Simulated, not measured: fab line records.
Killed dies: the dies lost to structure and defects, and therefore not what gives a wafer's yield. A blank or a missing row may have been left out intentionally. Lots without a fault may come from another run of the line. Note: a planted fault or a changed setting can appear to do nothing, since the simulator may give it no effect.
The tool behind it: which one? | flow nandHarc | 72 wafers from 24 lots sampled at 5 of the route's 1302 steps

== WHAT EACH GAUGE READ, for each wafer ==
NHARC_P_STI_CD_MEAS_09 targets a cd of 200 nm. Usual: 200.2 nm for cdNm, sd 2.2.
lot  | measured     | on       | cdNm (nm)         | flag
L074 | day 2 22:06  | cdSem-02 | 203.8 196.6 202.3 | 
L075 | day 3 07:21  | cdSem-02 | 201.4 203.2 199.7 | 
L076 | day 3 16:30  | cdSem-03 | 201.1 200.2 204.3 | 
L077 | day 4 03:23  | cdSem-02 | 202.1 199.3 202.4 | 
L078 | day 4 13:03  | cdSem-01 | 199.8 199.1 198.4 | 
L079 | day 4 20:51  | cdSem-02 | 201.6 201.3 197.7 | 
L080 | day 5 07:34  | cdSem-01 | 199.1 199.9 201.6 | 
L081 | day 5 20:49  | cdSem-01 | 205.0 199.2 202.8 | 
L082 | day 6 04:02  | cdSem-02 | 197.7 196.5 199.8 | 
L083 | day 6 13:13  | cdSem-01 | 197.8 198.9 198.1 | 
L084 | day 7 01:48  | cdSem-01 | 200.4 201.0 200.7 | 
L085 | day 7 13:17  | cdSem-01 | 199.9 200.2 198.4 | 
L086 | day 7 22:55  | cdSem-02 | 198.3 198.3 196.6 | 
L087 | day 8 07:11  | cdSem-02 | 201.3 199.2 202.0 | 
L088 | day 8 14:03  | cdSem-01 | 199.2 201.2 204.6 | 
L089 | day 9 02:42  | cdSem-03 | 201.2 201.1 199.0 | 
L090 | day 9 10:54  | cdSem-03 | 203.6 201.5 202.8 | 
L091 | day 9 21:20  | cdSem-02 | 199.7 200.1 198.6 | 
L092 | day 10 07:00 | cdSem-02 | 196.0 198.9 198.7 | 
L093 | day 10 17:53 | cdSem-03 | 202.4 196.3 197.9 | 
L094 | day 11 05:07 | cdSem-02 | 200.8 197.8 201.4 | 
L095 | day 11 14:00 | cdSem-03 | 203.4 199.7 203.2 | 
L096 | day 11 22:32 | cdSem-03 | 199.9 199.4 199.7 | 
L097 | day 12 10:59 | cdSem-01 | 202.1 197.9 200.1 | 

NHARC_P_STI_INSPECT_25. Usual: 202 for rawDefectCount, sd 72.
lot  | measured     | on               | rawDefectCount | flag
L074 | day 4 00:36  | defectInspect-01 | 111 129 137    | 
L075 | day 4 10:08  | defectInspect-01 | 167 265 144    | 
L076 | day 4 19:50  | defectInspect-02 | 199 170 105    | 
L077 | day 5 06:04  | defectInspect-01 | 183 207 121    | 
L078 | day 5 20:23  | defectInspect-01 | 188 257 286    | 
L079 | day 5 20:23  | defectInspect-02 | 341 354 356    | 
L080 | day 6 10:46  | defectInspect-01 | 239 418 264    | 
L081 | day 7 02:04  | defectInspect-02 | 308 155 203    | 
L082 | day 7 12:59  | defectInspect-01 | 150 169 199    | 
L083 | day 7 18:02  | defectInspect-02 | 154 252 291    | 
L084 | day 8 04:59  | defectInspect-01 | 180 237 237    | 
L085 | day 8 21:01  | defectInspect-02 | 175 115 177    | 
L086 | day 9 03:40  | defectInspect-01 | 170 190 162    | 
L087 | day 9 10:58  | defectInspect-02 | 137 144 218    | 
L088 | day 10 00:07 | defectInspect-02 | 277 152 241    | 
L089 | day 10 04:55 | defectInspect-01 | 289 199 255    | 
L090 | day 10 12:26 | defectInspect-02 | 187 301 232    | 
L091 | day 11 09:38 | defectInspect-02 | 123 97 105     | 
L092 | day 11 09:38 | defectInspect-01 | 249 155 294    | 
L093 | day 11 21:50 | defectInspect-01 | 128 219 142    | 
L094 | day 12 08:19 | defectInspect-02 | 127 104 107    | 
L095 | day 12 19:17 | defectInspect-02 | 238 221 295    | 
L096 | day 13 01:32 | defectInspect-02 | 136 174 170    | 
L097 | day 13 18:46 | defectInspect-02 | 118 181 177    | 

NHARC_P_GATE_CD_MEAS_33. Usual: 119.5 nm for cdNm, sd 2.3.
lot  | measured     | on       | cdNm (nm)         | flag
L074 | day 5 03:22  | cdSem-02 | 118.2 115.7 117.1 | 
L075 | day 5 13:13  | cdSem-02 | 121.3 118.0 123.7 | 
L076 | day 5 21:07  | cdSem-03 | 115.4 120.2 114.4 | 
L077 | day 6 05:41  | cdSem-02 | 123.2 122.6 120.7 | 
L078 | day 6 22:51  | cdSem-01 | 125.0 123.3 122.6 | 
L079 | day 6 22:41  | cdSem-03 | 120.3 118.6 115.3 | 
L080 | day 7 13:58  | cdSem-03 | 120.4 116.4 121.6 | 
L081 | day 8 02:22  | cdSem-03 | 121.1 123.3 120.8 | 
L082 | day 8 14:05  | cdSem-02 | 115.5 121.1 123.5 | 
L083 | day 8 17:36  | cdSem-03 | 119.4 119.2 119.6 | 
L084 | day 9 10:22  | cdSem-02 | 115.9 116.9 117.8 | 
L085 | day 9 21:46  | cdSem-02 | 120.9 118.4 118.3 | 
L086 | day 10 09:18 | cdSem-01 | 118.6 117.3 118.2 | 
L087 | day 10 13:47 | cdSem-03 | 119.1 117.6 119.8 | 
L088 | day 11 06:10 | cdSem-01 | 120.7 120.3 117.5 | 
L089 | day 11 06:55 | cdSem-03 | 125.5 119.9 119.0 | 
L090 | day 11 17:11 | cdSem-02 | 121.7 120.4 120.7 | 
L091 | day 12 09:41 | cdSem-02 | 119.0 120.1 120.4 | 
L092 | day 12 09:32 | cdSem-02 | 122.0 118.0 122.3 | 
L093 | day 13 01:11 | cdSem-03 | 113.6 117.8 119.0 | 
L094 | day 13 08:13 | cdSem-03 | 118.2 118.8 121.4 | 
L095 | day 13 23:34 | cdSem-01 | 120.2 122.3 120.7 | 
L096 | day 14 04:35 | cdSem-03 | 116.8 119.8 117.7 | 
L097 | day 14 22:43 | cdSem-02 | 116.7 119.5 118.7 | 

== TOOL THAT RAN EACH LOT (tool first, then ch and the chambers of the sampled wafers, then the start) ==
lot  | NHARC_P_ZERO_WELL_ETCH_65         | NHARC_P_ZERO_WELL_RTA_42
L074 | rieDiel-11 ch 0,2, day 1 21:29    | rtpAnneal-01 ch 0, day 2 03:22
L075 | rieDiel-11 ch 1,2, day 2 07:28    | rtpAnneal-02 ch 0, day 2 13:19
L076 | rieDiel-11 ch 1,2,3, day 2 17:34  | rtpAnneal-02 ch 0, day 2 23:08
L077 | rieDiel-07 ch 2,3, day 3 03:35    | rtpAnneal-01 ch 0, day 3 09:00
L078 | rieDiel-11 ch 2,3, day 3 13:30    | rtpAnneal-01 ch 0, day 3 19:51
L079 | rieDiel-11 ch 1,2,3, day 3 23:30  | rtpAnneal-02 ch 0, day 4 05:17
L080 | rieDiel-07 ch 0,1, day 4 09:34    | rtpAnneal-02 ch 0, day 4 15:16
L081 | rieDiel-11 ch 0,1, day 4 19:49    | rtpAnneal-01 ch 0, day 5 05:29
L082 | rieDiel-12 ch 1,2, day 5 05:23    | rtpAnneal-01 ch 0, day 5 11:01
L083 | rieDiel-12 ch 1,2, day 5 15:29    | rtpAnneal-02 ch 0, day 5 20:53
L084 | rieDiel-11 ch 0,1,2, day 6 03:34  | rtpAnneal-01 ch 0, day 6 08:47
L085 | rieDiel-12 ch 0,2,3, day 6 11:35  | rtpAnneal-02 ch 0, day 6 17:16
L086 | rieDiel-11 ch 1,2,3, day 6 21:30  | rtpAnneal-01 ch 0, day 7 02:55
L087 | rieDiel-11 ch 1,2,3, day 7 07:25  | rtpAnneal-01 ch 0, day 7 13:07
L088 | rieDiel-12 ch 0,1, day 7 17:34    | rtpAnneal-01 ch 0, day 7 23:00
L089 | rieDiel-07 ch 0,2,3, day 8 03:29  | rtpAnneal-02 ch 0, day 8 09:09
L090 | rieDiel-12 ch 1,2, day 8 13:22    | rtpAnneal-01 ch 0, day 8 18:46
L091 | rieDiel-12 ch 0,2,3, day 8 23:29  | rtpAnneal-02 ch 0, day 9 04:53
L092 | rieDiel-07 ch 0,1, day 9 09:23    | rtpAnneal-02 ch 0, day 9 14:53
L093 | rieDiel-11 ch 0,1,3, day 9 20:30  | rtpAnneal-02 ch 0, day 10 01:57
L094 | rieDiel-12 ch 0,1, day 10 06:47   | rtpAnneal-01 ch 0, day 10 12:14
L095 | rieDiel-07 ch 0,1,3, day 10 15:32 | rtpAnneal-02 ch 0, day 10 20:49
L096 | rieDiel-11 ch 0,2, day 11 01:22   | rtpAnneal-01 ch 0, day 11 06:53
L097 | rieDiel-07 ch 1,2,3, day 11 11:30 | rtpAnneal-01 ch 0, day 11 17:09
- NHARC_P_ZERO_WELL_ETCH_65: etches the open film in N2/H2, target depth 80 nm, overetch 24 nm, time 87.88 s.
- NHARC_P_ZERO_WELL_RTA_42: time 300 s.

== AS READ BY THE TOOLS THEMSELVES (means over the sampled wafers that have a number; for cases with no such wafer, the mark the record gives instead) ==
NHARC_P_ZERO_WELL_ETCH_65. Usual: for biasW, 150.0 W with a standard deviation of 0.43; for chamberPressureMTorr, 29.999 mTorr with a standard deviation of 0.025; for drypumpMotorCurrentA, 5.8 A with a standard deviation of 0.47; for oesProductAu, 1.001 a.u. with a standard deviation of 0.0092; for rfVppV, 430 V with a standard deviation of 3.1; for showerheadPlenumPTorr, 2.03 Torr with a standard deviation of 0.11; for throttleValvePct, 14.171 % with a standard deviation of 0.0079.
lot  | tool       | biasW (W) | chamberPressureMTorr (mTorr) | drypumpMotorCurrentA (A) | oesProductAu (a.u.) | rfVppV (V) | showerheadPlenumPTorr (Torr) | throttleValvePct (%) | flag
L074 | rieDiel-11 | 149.9     | 29.991                       | 5.8                      | 0.995               | 427        | 1.92                         | 14.173               | 
L075 | rieDiel-11 | 149.9     | 30.002                       | 6.3                      | 1.005               | 427        | 1.89                         | 14.167               | 
L076 | rieDiel-11 | 150.2     | 29.988                       | 6.0                      | 1.000               | 429        | 1.98                         | 14.166               | 
L077 | rieDiel-07 | 150.2     | 29.989                       | 5.3                      | 0.997               | 426        | 1.90                         | 14.166               | 
L078 | rieDiel-11 | 149.8     | 30.002                       | 5.7                      | 1.007               | 430        | 2.07                         | 14.173               | 
L079 | rieDiel-11 | 150.1     | 30.021                       | 6.0                      | 1.005               | 427        | 1.98                         | 14.177               | 
L080 | rieDiel-07 | 149.8     | 29.997                       | 5.8                      | 1.003               | 432        | 2.09                         | 14.165               | 
L081 | rieDiel-11 | 150.0     | 30.007                       | 5.7                      | 1.003               | 429        | 1.95                         | 14.167               | 
L082 | rieDiel-12 | 149.9     | 29.975                       | 5.9                      | 1.004               | 431        | 2.07                         | 14.176               | 
L083 | rieDiel-12 | 150.2     | 29.990                       | 5.9                      | 1.003               | 432        | 2.07                         | 14.172               | 
L084 | rieDiel-11 | 150.0     | 30.023                       | 5.9                      | 0.989               | 431        | 2.02                         | 14.167               | 
L085 | rieDiel-12 | 149.8     | 30.001                       | 6.2                      | 1.013               | 430        | 2.03                         | 14.174               | 
L086 | rieDiel-11 | 149.9     | 29.996                       | 6.0                      | 0.993               | 433        | 2.09                         | 14.178               | 
L087 | rieDiel-11 | 150.1     | 30.002                       | 6.0                      | 1.001               | 431        | 2.08                         | 14.173               | 
L088 | rieDiel-12 | 150.1     | 30.026                       | 6.2                      | 1.002               | 431        | 2.02                         | 14.169               | 
L089 | rieDiel-07 | 150.1     | 30.008                       | 5.2                      | 0.995               | 431        | 2.05                         | 14.166               | 
L090 | rieDiel-12 | 150.2     | 30.013                       | 5.9                      | 1.003               | 432        | 2.06                         | 14.171               | 
L091 | rieDiel-12 | 150.0     | 30.002                       | 6.2                      | 1.017               | 430        | 2.02                         | 14.178               | 
L092 | rieDiel-07 | 150.6     | 29.978                       | 5.8                      | 0.994               | 431        | 2.08                         | 14.174               | 
L093 | rieDiel-11 | 150.3     | 30.010                       | 5.7                      | 1.000               | 429        | 1.99                         | 14.176               | 
L094 | rieDiel-12 | 149.5     | 29.968                       | 6.3                      | 0.993               | 429        | 1.97                         | 14.167               | 
L095 | rieDiel-07 | 149.5     | 29.999                       | 5.6                      | 0.998               | 429        | 2.01                         | 14.180               | 
L096 | rieDiel-11 | 149.8     | 29.987                       | 5.5                      | 1.002               | 431        | 2.04                         | 14.163               | 
L097 | rieDiel-07 | 149.8     | 29.999                       | 5.7                      | 0.996               | 431        | 2.07                         | 14.171               | 

NHARC_P_ZERO_WELL_RTA_42. Usual: lampPowerPct 38.7 %, standard deviation 1.5; lamp_zone_5_pct 38.7 %, standard deviation 1.5; wafer_temp_C_max 1106.9, standard deviation 2.3.
lot  | tool         | lampPowerPct (%) | lamp_zone_5_pct (%) | wafer_temp_C_max | flag
L074 | rtpAnneal-01 | 40.1             | 40.1                | 1105.2           | 
L075 | rtpAnneal-02 | 37.1             | 37.2                | 1109.5           | 
L076 | rtpAnneal-02 | 37.1             | 37.1                | 1107.3           | 
L077 | rtpAnneal-01 | 39.9             | 40.0                | 1105.6           | 
L078 | rtpAnneal-01 | 40.0             | 40.0                | 1104.9           | 
L079 | rtpAnneal-02 | 37.0             | 37.1                | 1108.3           | 
L080 | rtpAnneal-02 | 37.1             | 37.1                | 1107.9           | 
L081 | rtpAnneal-01 | 40.1             | 40.1                | 1104.9           | 
L082 | rtpAnneal-01 | 40.1             | 40.1                | 1104.9           | 
L083 | rtpAnneal-02 | 37.1             | 37.1                | 1110.8           | 
L084 | rtpAnneal-01 | 40.1             | 40.1                | 1105.5           | 
L085 | rtpAnneal-02 | 37.1             | 37.1                | 1108.2           | 
L086 | rtpAnneal-01 | 40.1             | 40.0                | 1105.5           | 
L087 | rtpAnneal-01 | 40.0             | 40.0                | 1104.9           | 
L088 | rtpAnneal-01 | 40.1             | 40.0                | 1106.2           | 
L089 | rtpAnneal-02 | 37.1             | 37.1                | 1108.4           | 
L090 | rtpAnneal-01 | 40.1             | 40.1                | 1104.9           | 
L091 | rtpAnneal-02 | 37.1             | 37.1                | 1111.3           | 
L092 | rtpAnneal-02 | 37.0             | 36.9                | 1108.6           | 
L093 | rtpAnneal-02 | 37.2             | 37.1                | 1109.7           | 
L094 | rtpAnneal-01 | 40.1             | 40.0                | 1104.8           | 
L095 | rtpAnneal-02 | 37.1             | 37.1                | 1109.4           | 
L096 | rtpAnneal-01 | 40.0             | 40.0                | 1105.3           | 
L097 | rtpAnneal-01 | 40.0             | 40.0                | 1105.4           | 

== THE ANSWER, worked out from the rows above alone ==
Rule: lot off if the mean of its wafers having a number is beyond 3 standard deviations from the usual mean. Also off: a lot with no number at a reading for which 4 or more lots have one. Where the step has rows for the other lots, those lots are counted as sound. Order of review: gauges by route order, followed by the tools' own readings, for which a lot's mean as printed above is used. The first step at which some lot is off is used, and at that step the reading that is off furthest; a lot without a number counts as furthest.
No lot is off on any of the readings shown, so nothing can be concluded from this.

== WHAT HAD BEEN PUT IN BY THE SIMULATOR ==
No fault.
